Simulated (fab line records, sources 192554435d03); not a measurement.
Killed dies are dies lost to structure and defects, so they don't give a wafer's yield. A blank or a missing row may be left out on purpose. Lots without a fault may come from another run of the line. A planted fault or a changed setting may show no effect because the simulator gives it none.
A struck lot beside a sound one | flow n5_finfet | 38 steps out of a route of 1938
Sound: wafers L576.1, L576.2, L576.4. Struck: wafers L573.1, L573.2, L573.5. The cause comes at the end.
At each step with rows: each side's tool, then ch and its chambers, then its first start. Under that, the readings that differ: sound wafers | struck wafers | difference of the means | sigmas: that difference in standard deviations of wafers without a fault.
alike: readings whose means differ by less than 2 such deviations, and words and numbers that are the same on both sides. not compared: withheld readings, readings that some wafer has no value for, bounds like >300 that may hide the same value, and numbers for which the record gives no deviation and whose values overlap.
The two part at a step that has a row with sigmas, a row that says differs or no value, or rows on one side only. Numbers that don't overlap but have no deviation are shown without sigmas and don't part them. A reading that every wafer of one side lacks parts them only if that side has two wafers or more.

first, 9 steps without rows for these wafers: N5_BEOL_M9_DESCUM_33 (chemistry O2, time 7 s); N5_BEOL_M9_ETCH_76 (etches underlayer in N2/H2, target depth 6.5 nm, time 5.2 s); N5_BEOL_M9_ETCH_65 (etches SiARC in CF4, target depth 15.6 nm, time 26 s); N5_BEOL_M9_ETCH_66 (etches SOC in N2/H2, target depth 80 nm, overetch 16 nm, time 120 s); N5_BEOL_M9_STRIP_69 (strips in N2/H2); N5_BEOL_M9_STRIP_77 (strips in N2/H2); N5_BEOL_M9_VIA_ETCH_34 (etches SiCOH lowk in C4F6/O2, target depth 182.4 nm, time 68.4 s); N5_BEOL_M9_STRIP_73 (strips in C4F6/O2); N5_BEOL_M9_STRIP_36 (strips in N2/H2).
N5_BEOL_M9_TRENCH_ETCH_37: etches SiCOH lowk in C4F6/O2, target depth 151.43 nm, time 49 s.
  sound on rie_diel-05 ch 0,2,3, day 14 15:56; struck on rie_diel-01 ch 0,2, day 14 13:43
  reading                             | sound             | struck            | difference | sigmas
  oes_f_703_au (a.u.)                 | 0.64 0.78 0.73    | 1.09 1.07 1.09    | +0.37      | +6
  oes_o_777_au (a.u.)                 | 0.68 0.79 0.73    | 1.04 1.05 1.04    | +0.31      | +5
  oes_product_au (a.u.)               | 0.68 0.81 0.67    | 0.89 0.89 0.90    | +0.17      | +2
  rf_fwd_power_W (W)                  | 343.0 342.4 341.1 | 424.3 425.2 423.4 | +82.1      | +63
  rf_vpp_V (V)                        | 702 676 616       | 605 611 605       | -58        | -2
  model.etch.depth_nm (nm)            | 147.2 152.3 144   | 172.9 165.2 173.6 | +22.7      |
  model.BEOL_M9.feature_depth_nm (nm) | 147.2 152.2 144   | 173 165.2 173.6   | +23        |
  alike: C4F6_flow_sccm, bias_w, drypump_motor_current_A, showerhead_plenum_p_Torr, throttle_valve_pct
  not compared: rf_hours_counter_h
then, 2 steps without rows for these wafers: N5_BEOL_M9_ETCH_41 (etches SiCN in CH3F/O2, target depth 36.6 nm, time 70.1 s); N5_BEOL_M9_STRIP_80 (strips in N2/H2, time 10 s).
N5_BEOL_M9_OCD_MEAS_38:
  sound on ocd-01, day 14 16:07; struck on ocd-02, day 14 13:54
  reading              | sound       | struck      | difference | sigmas
  trench_depth_nm (nm) | 147 153 145 | 173 166 173 | +22        | +6
then, 13 steps without rows for these wafers: N5_BEOL_M9_HM_STRIP_39 (strips TiN in peroxide tin strip, target depth 25 nm, time 158 s); N5_BEOL_M9_SRD_40 (time 30 s); N5_BEOL_M9_PRECLEAN_42 (cleans in residue remover, time 60 s); N5_BEOL_M9_SRD_43 (time 30 s); N5_BEOL_M9_CURE_72 (cures SiCOH lowk, time 120 s); N5_BEOL_M9_DEGAS_44 (time 60 s); N5_BEOL_M9_PRE_CLEAN_45 (time 30 s); N5_BEOL_M9_ALD_74 (deposits TaN, target thk 2 nm, pulse time 2 s, purge time 3 s); N5_BEOL_M9_SURFACE_TREAT_79; N5_BEOL_M9_CVD_78 (deposits Co from CCTBA/H2, target thk 2 nm, time 138.9 s); N5_BEOL_M9_SPUTTER_48 (material Cu, target thk 12 nm, time 2 s); N5_BEOL_M9_ECD_50 (material Cu, target thk 318 nm); N5_BEOL_M9_ANNEAL_51 (time 90 s).
N5_BEOL_M9_CMP_52: polishes, stops on SiCOH lowk, t overpolish 7 s, target thk 140 nm.
  sound on cmp-03 ch 0,2,3, day 14 19:35; struck on cmp-03 ch 1,2, day 14 17:14
  reading                                | sound             | struck            | difference | sigmas
  model.Cu_of_BEOL_M9_ECD_50.thk_nm (nm) | 136.4 139.6 134.2 | 163.2 153.4 161.4 | +22.6      |
  alike: barrier_field_endpoint_s, head_pressure_psi, motor_current_A, overpolish_run_s, time_to_endpoint_s
  not compared: pad_life_wafers
N5_BEOL_M9_THK_MEAS_53: measures by xrf.
  sound on film_metro-01, day 14 19:53; struck on film_metro-02, day 14 17:29
  reading     | sound       | struck      | difference | sigmas
  M9_THK (nm) | 136 140 135 | 166 155 164 | +25        | +6
then, 2 steps without rows for these wafers: N5_BEOL_M9_PRE_CLEAN_55 (time 15 s); N5_BEOL_M9_DEP_56 (deposits SiCN from 3MS/NH3, target thk 15 nm, time 26.5 s).
N5_BEOL_M9_RS_MEAS_57: measures by four-point-probe.
  sound on film_metro-02, day 14 20:04; struck on film_metro-02, day 14 17:38
  reading        | sound             | struck            | difference | sigmas
  M9_RS (ohm/sq) | 0.155 0.151 0.158 | 0.127 0.137 0.129 | -0.024     | -5
then, 5 steps without rows for these wafers: N5_BEOL_M10_ILD_DEP_00 (deposits SiCOH lowk from DEMS/porogen, target thk 308.51 nm, time 58 s); N5_BEOL_M10_CURE_71 (cures SiCOH lowk, time 240 s); N5_BEOL_M10_PECVD_70 (deposits SiO2 from TEOS/O2, target thk 20 nm, time 22.7 s); N5_BEOL_M10_HM_DEP_02 (deposits TiN, target thk 20 nm); N5_BEOL_M10_COAT_59 (time 60 s, resist thk 100 nm).
N5_BEOL_M15_RC_MEAS_101:
  sound on prober-01 ch 0, day 16 18:02; struck on prober-02 ch 0, day 16 14:29
  reading                   | sound          | struck         | difference | sigmas
  SERP_M9 (ohm/um)          | 3.13 3.09 3.21 | 2.65 2.74 2.55 | -0.50      | -4
  SERP_M9_max_site (ohm/um) | 3.21 3.13 3.29 | 2.68 2.78 2.66 | -0.50      | -4
  alike: COMB_M10, COMB_M11, COMB_M12, COMB_M12_max_site, COMB_M13, COMB_M14, COMB_M15, COMB_M5, COMB_M6, COMB_M6_max_site, COMB_M7, COMB_M8, COMB_M9, SERP_M10, SERP_M10_max_site, SERP_M11, SERP_M11_max_site, SERP_M12, SERP_M13, SERP_M13_max_site, SERP_M14, SERP_M5, SERP_M6, SERP_M7, SERP_M8, SERP_M8_max_site
N5_PASSIVATION_PROBE_49:
  the record has rows for the sound wafers here (prober-02, day 17 10:02) and none for the struck ones

WHERE THEY PART
First at N5_BEOL_M9_TRENCH_ETCH_37; last, within this record, at N5_PASSIVATION_PROBE_49.

WHY: what the simulator had put in
Process parameter drift: rie_diel-01, from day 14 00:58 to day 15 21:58, at N5_BEOL_M9_TRENCH_ETCH_37. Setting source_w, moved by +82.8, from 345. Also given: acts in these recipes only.
